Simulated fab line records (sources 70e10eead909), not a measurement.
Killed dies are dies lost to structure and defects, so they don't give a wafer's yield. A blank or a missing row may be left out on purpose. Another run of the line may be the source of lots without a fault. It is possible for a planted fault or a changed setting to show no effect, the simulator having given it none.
Problem report, 8D (eight disciplines) form, completed by code ; flow nandHarc ; the parts of the form that need people (team, actions taken, sign-off) are left out

## 1. THE ISSUE
At NHARC_END_SORT_01, sort_bin_2_pct averages 95.6 % over 9 wafers from 3 lots, while fault-free wafers read 1.4 %, standard deviation 0.68. So: +99 or more standard deviations from the usual mean.
Seen first at day 22 16:02 on prober-01, wafer L517.2. The record holds 12 wafers of 4 lots with a number at this step. By rule, "out" or "out of limits" means more than 4 standard deviations away from the usual mean. Any other wafer with a number is counted as sound.

## 2. WHAT IT IS, WHAT IT ISN'T
question;is;is not
which readings at this step;sort_bin_2_pct, defectLimitedYield, killedAtArray, killedDies, sortNPass, sortRimYieldPct, sortYieldPct;killedAtPeriphery, killedOpen, sort_bin_4_pct
which lots;L517, L520, L521;L512
which wafers of those lots;all that have a number;-
read on which gauges;prober-01, prober-02;-
when;from day 22 16:02;up to then (3 sound wafers)

## 3. SUSPECTS, AND WHAT RULES EACH OUT
Counting: a tool at a process step up to the reading stays a suspect if it ran every lot that is out and no sound lot after the first of them.
- the gauge at NHARC_END_SORT_01 has been ruled out. The wafers that are out were read on 2 gauges (prober-01, prober-02).
- rieDiel-03 at NHARC_A_BONDPAD_ETCH_12 (etches the open film in CHF3/O2, target depth 220 nm, time 110 s): kept. It ran every lot that is out, first L517 (day 21 05:05), and no sound lot after that. Out on those wafers are its own readings of oesProductAu, rfFwdPowerW.
Left after counting: rieDiel-03 at NHARC_A_BONDPAD_ETCH_12.

## 4. THE CAUSE (what the simulator had put in)
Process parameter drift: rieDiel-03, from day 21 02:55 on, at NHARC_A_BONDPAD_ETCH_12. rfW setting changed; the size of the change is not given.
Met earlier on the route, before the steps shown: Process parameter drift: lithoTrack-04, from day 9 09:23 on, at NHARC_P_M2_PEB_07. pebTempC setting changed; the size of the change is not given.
This tool alone remained once counting was done.

## 5. THE EFFECT CHAIN, in route order
Each row: a reading where the mean over the struck wafers with a number is more than 3 standard deviations away from the usual. Only readings whose record carries a usual standard deviation are examined. hours: median over the lots of the time between each lot's start at the first step of this table that gives one and its start at this step. sigmas: the change, counted in usual standard deviations.
hours;step;reading;usual;on struck wafers;change;sigmas
0;NHARC_A_BONDPAD_ETCH_12;oesProductAu;0.954 a.u.;0.716;-0.238;-10
0;NHARC_A_BONDPAD_ETCH_12;rfFwdPowerW;497.2 W;297.4;-199.8;-99 or more
35;NHARC_END_SORT_01;defectLimitedYield;95.5 %;0.0;-95.5;-53
35;NHARC_END_SORT_01;killedAtArray;27;672;+645;+59
35;NHARC_END_SORT_01;killedDies;31;677;+646;+54
35;NHARC_END_SORT_01;sort_bin_2_pct;1.4 %;95.6;+94.2;+99 or more
35;NHARC_END_SORT_01;sortNPass;646;0;-646;-54
35;NHARC_END_SORT_01;sortRimYieldPct;95.7 %;0.0;-95.7;-34
35;NHARC_END_SORT_01;sortYieldPct;95.5 %;0.0;-95.5;-53
Process steps it contains:
- NHARC_A_BONDPAD_ETCH_12: etches the open film in CHF3/O2, target depth 220 nm, time 110 s.

## 6. WHAT WOULD HAVE CAUGHT IT SOONER
37 hours passed between the start of the fault at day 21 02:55 and the first reading out of limits at a measuring or inspecting step in this record, taken at day 22 16:02.
At NHARC_A_BONDPAD_ETCH_12, the tool's own readings (oesProductAu, rfFwdPowerW) were out on each struck wafer the step has a row for, so an alarm limit on them would have fired on the first such wafer.
Each of the lots that are out, 3 in all, had begun NHARC_A_BONDPAD_ETCH_12 on rieDiel-03 no later than day 22 16:02. Tool hold at that time: it would have spared none of them.
